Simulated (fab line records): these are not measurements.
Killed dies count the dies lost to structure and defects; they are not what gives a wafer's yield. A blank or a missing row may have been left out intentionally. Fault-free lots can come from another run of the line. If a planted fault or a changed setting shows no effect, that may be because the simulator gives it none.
Split-lot study | flow n5_finfet | 21 wafers read across 7 lots, on a route 1938 steps long

ON THE SPLIT
At N5_BEOL_M4_TRENCH_ETCH_37 (etches SiOC in C4F6/O2, target depth 55.555 nm, time 29.2 s), the setting source_w was moved away from the recipe's 355 W on 8 of the 21 wafers read, by -17.7% to +17.6%. The other wafers ran this setting at the recipe's value.

FROM THE SPLIT TO THE READING: what the file shows between them, 13 steps
- N5_BEOL_M4_ETCH_41: etches SiCN in CH3F/O2, target depth 29.9 nm, time 52.5 s
- N5_BEOL_M4_STRIP_97: strips in N2/H2, time 10 s
- N5_BEOL_M4_OCD_MEAS_38
- N5_BEOL_M4_HM_STRIP_39: strips TiN in peroxide tin strip, target depth 25 nm, time 158 s
- N5_BEOL_M4_SRD_40: time 30 s
- N5_BEOL_M4_ECD_50: material Cu, target thk 300 nm
- N5_BEOL_M4_ANNEAL_51: time 90 s
- N5_BEOL_M4_CMP_52: polishes, stops on SiOC, t overpolish 6.8 s, target thk 40 nm
- N5_BEOL_M4_THK_MEAS_53: measures by xrf
- N5_BEOL_M4_PRE_CLEAN_60: time 15 s
- N5_BEOL_M4_CO_CAP_55: material Co, precursor CCTBA/H2, target thk 2 nm, time 102.1 s
- N5_BEOL_M4_PRE_CLEAN_56: time 15 s
- N5_BEOL_M4_DEP_57: deposits SiCN from 3MS/NH3, target thk 8 nm, time 14 s

THE READING
M4_RS in ohm/sq, measured at N5_BEOL_M4_RS_MEAS_58 by four-point-probe. Typical for fault-free wafers on this fab line: 0.67 ohm/sq, with standard deviation 0.032 ohm/sq.

wafer  | tool, chamber at the split | source_w as run, W | against the recipe | M4_RS, ohm/sq | against lot-mates on the recipe
L075.1 | rie_diel-01, 2             | 415                | +16.9%             | 0.57          | -0.12
L075.3 | rie_diel-01, 1             | 415                | +16.9%             | 0.58          | -0.11
L075.6 | rie_diel-01, 0             | 355                | recipe             | 0.69          | -
L074.2 | rie_diel-04, 0             | 355                | recipe             | 0.66          | -
L074.4 | rie_diel-04, 3             | 355                | recipe             | 0.65          | -
L074.6 | rie_diel-04, 2             | 355                | recipe             | 0.70          | -
L077.3 | rie_diel-02, 3             | 355                | recipe             | 0.69          | -
L077.4 | rie_diel-02, 0             | 325.6              | -8.3%              | 0.70          | +0.01
L077.6 | rie_diel-02, 1             | 325.6              | -8.3%              | 0.68          | -0.01
L082.1 | rie_diel-04, 2             | 355                | recipe             | 0.64          | -
L082.2 | rie_diel-04, 0             | 355                | recipe             | 0.66          | -
L082.3 | rie_diel-04, 3             | 355                | recipe             | 0.64          | -
L086.2 | rie_diel-04, 2             | 314                | -11.5%             | 0.73          | +0.05
L086.5 | rie_diel-04, 2             | 314                | -11.5%             | 0.74          | +0.06
L086.6 | rie_diel-04, 3             | 355                | recipe             | 0.68          | -
L090.1 | rie_diel-01, 0             | 355                | recipe             | 0.69          | -
L090.3 | rie_diel-01, 2             | 292.3              | -17.7%             | 0.74          | +0.07
L090.5 | rie_diel-01, 1             | 355                | recipe             | 0.64          | -
L092.1 | rie_diel-01, 3             | 355                | recipe             | 0.66          | -
L092.4 | rie_diel-01, 2             | 417.6              | +17.6%             | 0.59          | -0.07
L092.5 | rie_diel-01, 2             | 355                | recipe             | 0.65          | -

THE FIT
A straight line over all 21 wafers: M4_RS changes by -0.00483 ohm/sq for each +1% of source_w; r = -0.92; the points scatter about the line by 0.019 ohm/sq.
The same after taking each lot's own level away (the mean of its wafers on the recipe; 21 wafers): -0.0048 ohm/sq for each +1%; r = -0.90; scatter 0.021 ohm/sq.
On that fit, the largest move of source_w shifts the reading by 0.085 ohm/sq.
Measured against the standard deviation above, the lots' own levels, which go from 0.647 to 0.690 ohm/sq, span 1.4 times it.
The two slopes are in agreement: the lot-to-lot level therefore moves the slope only a little.
Check: +0.0791 ohm/sq against its lot-mates is what the line predicts for one of the wafers moved furthest among these (-17.7%) when that wafer is left out of the fit. Against them it came out at +0.075 ohm/sq.
Tool readings at the split's step, against how far the setting was moved: rf_vpp_V r = -0.90.

ADDITIONAL SPLITS CARRIED BY THESE WAFERS
Note: prior to the reading, these wafers also went through further splits. Each is held against what the fit with the lots' levels taken away leaves over:
other split on the same wafers        | wafers away from the commonest value | r with M4_RS (lot level and that fit taken away)
N5_BEOL_M0_SAQP_ETCH_84 time_s        | 8                                    | +0.02
N5_BEOL_M0_SAQP_SPACER1_ALD_98 temp_c | 8                                    | +0.47
N5_BEOL_M0_ETCH_138 source_w          | 7                                    | +0.16
N5_BEOL_M0_ETCH_128 source_w          | 8                                    | -0.12
N5_BEOL_M1_SPUTTER_48 time_s          | 8                                    | -0.17
N5_BEOL_M2_ETCH_69 bias_w             | 8                                    | -0.20
N5_BEOL_M3_COAT_22 spin_rpm           | 11                                   | +0.19
N5_BEOL_M3_DESCUM_33 time_s           | 6                                    | -0.23

THE WHOLE CHAIN: every reading that the file lists as answering this split, in the file's order
step                      | what it does                                                  | reading                                                                      | change (the file's fit)               | r (the file's)
N5_BEOL_M4_TRENCH_ETCH_37 | etches SiOC in C4F6/O2, target depth 55.555 nm, time 29.2 s   | rf_vpp_V                                                                     | -3.21 V for each +1% of the setting   | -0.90
N5_BEOL_M4_TRENCH_ETCH_37 | etches SiOC in C4F6/O2, target depth 55.555 nm, time 29.2 s   | BEOL_M4.feature_depth_nm (the simulator's own value, which no gauge read)    | +0.224 nm for each +1% of the setting | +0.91
N5_BEOL_M4_TRENCH_ETCH_37 | etches SiOC in C4F6/O2, target depth 55.555 nm, time 29.2 s   | etch.depth_nm (the simulator's own value, which no gauge read)               | +0.224 nm for each +1% of the setting | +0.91
N5_BEOL_M4_OCD_MEAS_38    |                                                               | trench_depth_nm                                                              | +0.23 nm for each +1% of the setting  | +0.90
N5_BEOL_M4_CMP_52         | polishes, stops on SiOC, t overpolish 6.8 s, target thk 40 nm | Cu_of_BEOL_M4_ECD_50.thk_nm (the simulator's own value, which no gauge read) | +0.218 nm for each +1% of the setting | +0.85
N5_BEOL_M4_THK_MEAS_53    | measures by xrf                                               | M4_THK                                                                       | +0.224 for each +1% of the setting    | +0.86
N5_BEOL_M4_RS_MEAS_58     | measures by four-point-probe                                  | M4_RS                                                                        | -0.00451 for each +1% of the setting  | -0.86

FILE'S OWN FIT
M4_RS changes by -0.00451 ohm/sq for each +1% of source_w, r = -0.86.
